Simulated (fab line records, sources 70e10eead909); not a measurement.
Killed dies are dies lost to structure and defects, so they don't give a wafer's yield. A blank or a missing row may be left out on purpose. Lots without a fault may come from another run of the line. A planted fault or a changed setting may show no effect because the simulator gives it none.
Chamber matching | flow nand_harc | NHARC_A_STAIRCASE_ALD_415 on ald_hk-01: 4 sister chambers
The step deposits SiO2, target thk 30 nm, pulse time 6 s, ald cycles 300. 8 wafers are shown with their chamber, then 9 later ones without.

WAFERS WITH THEIR CHAMBER
wafer  | chamber | heater_power_w (W) | precursor_pulse_height_rel
L078.2 | 3       | 496                | 1.031
L076.2 | 3       | 494                | 1.030
L079.1 | 0       | 442                | 0.979
L079.6 | 0       | 442                | 0.972
L084.6 | 2       | 484                | 0.967
L083.1 | 2       | 468                | 1.026
L083.2 | 1       | 499                | 0.988
L083.5 | 1       | 494                | 1.030

WAFERS WITHOUT THEIR CHAMBER
wafer  | heater_power_w (W) | precursor_pulse_height_rel
L086.1 | 500                | 0.987
L086.2 | 479                | 0.963
L086.6 | 507                | 1.001
L091.1 | 452                | 1.022
L091.2 | 491                | 1.024
L091.3 | 484                | 1.014
L094.2 | 491                | 1.010
L094.4 | 457                | 1.025
L094.5 | 489                | 1.011

WHICH CHAMBER EACH WENT THROUGH
wafer  | from the rows above          | in truth
L086.1 | can't be placed: 1 or 3      | 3
L086.2 | 2                            | 2
L086.6 | can't be placed: 1 or 3      | 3
L091.1 | can't be placed: 0 or 2      | 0
L091.2 | can't be placed: 3 or 1      | 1
L091.3 | can't be placed: 2 or 3 or 1 | 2
L094.2 | can't be placed: 1 or 3 or 2 | 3
L094.4 | can't be placed: 0 or 2      | 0
L094.5 | can't be placed: 1 or 3 or 2 | 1
Placed correctly: 1 of 9. Can't be placed from these rows: 8 (the true chamber is among the candidates in 8). Placed wrongly: 0.
How it was worked out, from the rows above alone: a wafer's distance from a chamber is the root of the sum, over the readings, of the square of ((its reading less the chamber's mean) divided by the reading's scatter). The wafer belongs to the nearest chamber; if the next one is less than 2 further off, it can't be placed. A chamber's mean is the mean of its shown wafers. The scatter: the root of (the sum of the squares of (reading less its chamber's mean) over the shown wafers, divided by (wafers less chambers)).
